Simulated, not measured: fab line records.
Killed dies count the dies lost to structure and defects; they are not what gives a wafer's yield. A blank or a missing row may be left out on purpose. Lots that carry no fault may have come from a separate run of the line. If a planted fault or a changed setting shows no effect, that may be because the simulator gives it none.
Matching of chambers + flow nand harc + NHARC_P_GATE_ETCH_32 on rie si-04: 4 sister chambers
The step etches the open film in HBr/Cl2, target depth 150 nm, time 100.1 s. 8 wafers are shown with their chamber, then 7 later ones without.

EACH WAFER AND ITS CHAMBER
| wafer  | chamber | oes product au (a.u.) | throttle valve pct (%) |
|--------|---------|-----------------------|------------------------|
| L075.2 | 3       | 1.004                 | 26.396                 |
| L079.1 | 2       | 0.996                 | 26.407                 |
| L079.6 | 0       | 1.002                 | 26.384                 |
| L085.2 | 1       | 1.010                 | 26.402                 |
| L085.3 | 3       | 1.007                 | 26.402                 |
| L085.4 | 2       | 0.996                 | 26.398                 |
| L090.1 | 0       | 1.003                 | 26.399                 |
| L090.5 | 1       | 0.997                 | 26.404                 |

WAFERS WITHOUT THEIR CHAMBER
| wafer  | oes product au (a.u.) | throttle valve pct (%) |
|--------|-----------------------|------------------------|
| L090.6 | 1.004                 | 26.415                 |
| L095.1 | 1.018                 | 26.414                 |
| L095.2 | 1.014                 | 26.423                 |
| L095.4 | 0.991                 | 26.421                 |
| L097.3 | 1.010                 | 26.421                 |
| L097.5 | 1.014                 | 26.408                 |
| L097.6 | 1.007                 | 26.389                 |

EACH ONE'S CHAMBER
| wafer  | from the rows above               | in truth |
|--------|-----------------------------------|----------|
| L090.6 | can't be placed: 1 or 3 or 2 or 0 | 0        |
| L095.1 | can't be placed: 3 or 1 or 0 or 2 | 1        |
| L095.2 | can't be placed: 1 or 3 or 2 or 0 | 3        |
| L095.4 | can't be placed: 2 or 1 or 3      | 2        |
| L097.3 | can't be placed: 1 or 3 or 2 or 0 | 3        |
| L097.5 | can't be placed: 3 or 1 or 0 or 2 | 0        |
| L097.6 | can't be placed: 0 or 3 or 1      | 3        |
Correctly placed: 0 of 7. Not placeable from these rows: 7 (in 7, the candidates include the true chamber). 0 placed wrongly.
How it was worked out, from the rows above alone: a wafer's distance from a chamber is the root of the sum, over the readings, of the square of ((its reading less the chamber's mean) divided by the reading's scatter). The wafer belongs to the nearest chamber; if the next one is less than 2 further off, it can't be placed. Each chamber's mean is taken over the wafers shown for it. The scatter: the root of (the sum of the squares of (reading less its chamber's mean) over the shown wafers, divided by (wafers less chambers)).
